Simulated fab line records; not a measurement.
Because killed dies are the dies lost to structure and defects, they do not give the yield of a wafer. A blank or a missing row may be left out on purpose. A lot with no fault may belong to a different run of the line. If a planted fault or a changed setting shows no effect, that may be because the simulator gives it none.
Comparing a struck lot with a sound one -- flow nand_harc -- 14 steps out of a route of 1302
Sound: the wafers L379.2, L379.3, L379.4. The struck wafers were L377.2, L377.3, L377.5. The cause is given at the end.
Each step with rows lists, per side, the tool, then ch with its chambers, then its first start. Under that, the readings that differ: sound wafers -- struck wafers -- difference of the means -- sigmas: that difference in standard deviations of wafers without a fault.
alike: same words and numbers on both sides, and readings whose means sit less than 2 such deviations apart. not compared: any withheld reading, any reading some wafer has no value for, any bound like >300 that may hide the same value, and any number with overlapping values for which the record gives no deviation.
A row with sigmas, a row that says differs or no value, or rows on one side alone: a step with any of these is where the two part. Numbers that have no deviation but don't overlap get no sigmas and don't part them. A reading missing from all wafers of one side parts the sides only when that side holds two or more wafers.

first, 1 step without rows for these wafers: NHARC_A_STAIRCASE_TRIM_14 (chemistry O2, time 211.2 s).
NHARC_A_STAIRCASE_ETCH_15: etches the open film in C4F8/O2, target depth 100 nm, time 40.5 s.
  sound on rie_diel-08 ch 0,1,3; struck on rie_diel-04 ch 0,1,2
  alike: bias_w, chamber_pressure_mTorr, oes_product_au, rf_vpp_V
  not compared: rf_hours_counter_h
NHARC_A_STAIRCASE_TRIM_16: chemistry O2, time 211.2 s.
  sound on rie_diel-08 ch 0,1,2; struck on rie_diel-04 ch 0,2,3
reading,sound,struck,difference,sigmas
throttle_valve_pct (%),17.044 17.035 17.063,17.019 17.027 17.024,-0.024,-3
  alike: drypump_motor_current_A, oes_product_au, rf_vpp_V, showerhead_plenum_p_Torr
  not compared: rf_hours_counter_h
then, 1 step without rows for these wafers: NHARC_A_STAIRCASE_ETCH_17 (etches the open film in C4F8/O2, target depth 100 nm, time 40.5 s).
NHARC_A_STAIRCASE_TRIM_18: chemistry O2, time 211.2 s.
  sound on rie_diel-08 ch 0,1,2; struck on rie_diel-04 ch 1,2,3
  alike: drypump_motor_current_A, oes_product_au, rf_vpp_V, showerhead_plenum_p_Torr, throttle_valve_pct
  not compared: rf_hours_counter_h
then, 2 steps without rows for these wafers: NHARC_A_STAIRCASE_ETCH_19 (etches the open film in C4F8/O2, target depth 100 nm, time 40.5 s); NHARC_A_STAIRCASE_TRIM_20 (chemistry O2, time 211.2 s).
NHARC_A_STAIRCASE_ETCH_21: etches the open film in C4F8/O2, target depth 100 nm, time 40.5 s.
  sound on rie_diel-08 ch 1,2,3; struck on rie_diel-04 ch 0,2,3
  alike: bias_w, chamber_pressure_mTorr, oes_product_au, rf_vpp_V
  not compared: rf_hours_counter_h
then, 3 steps without rows for these wafers: NHARC_A_STAIRCASE_TRIM_22 (chemistry O2, time 211.2 s); NHARC_A_STAIRCASE_ETCH_23 (etches the open film in C4F8/O2, target depth 100 nm, time 40.5 s); NHARC_A_STAIRCASE_TRIM_24 (chemistry O2, time 211.2 s).
NHARC_A_STAIRCASE_ETCH_25: etches the open film in C4F8/O2, target depth 100 nm, time 40.5 s.
  sound on rie_diel-08 ch 0,2,3, day 19 20:28; struck on rie_diel-04 ch 1,2, day 19 10:29
  no value came back on the struck wafers for any of 5 readings (bias_w (W), chamber_pressure_mTorr (mTorr) and others); on the sound wafers bias_w (W) reads 999.5 1001.8 1000.2
NHARC_A_STAIRCASE_TRIM_26: chemistry O2, time 211.2 s.
  sound on rie_diel-08 ch 0,1,2; struck on rie_diel-04 ch 1,2
  alike: drypump_motor_current_A, oes_product_au, rf_vpp_V, showerhead_plenum_p_Torr, throttle_valve_pct
  not compared: rf_hours_counter_h
-- jump in the record: it breaks off in module A_STAIRCASE and resumes in module END (first step shown: number 1302 of the route), and 9 days separate the struck wafers' starts before and after --
NHARC_END_SORT_01:
  here the record holds rows for the struck wafers (prober-01 ch 0, day 28 09:13) but none for the sound ones

## WHERE THEY PART
At NHARC_A_STAIRCASE_TRIM_16 first; at NHARC_END_SORT_01 last (within this record only).

WHY: what the simulator had put in
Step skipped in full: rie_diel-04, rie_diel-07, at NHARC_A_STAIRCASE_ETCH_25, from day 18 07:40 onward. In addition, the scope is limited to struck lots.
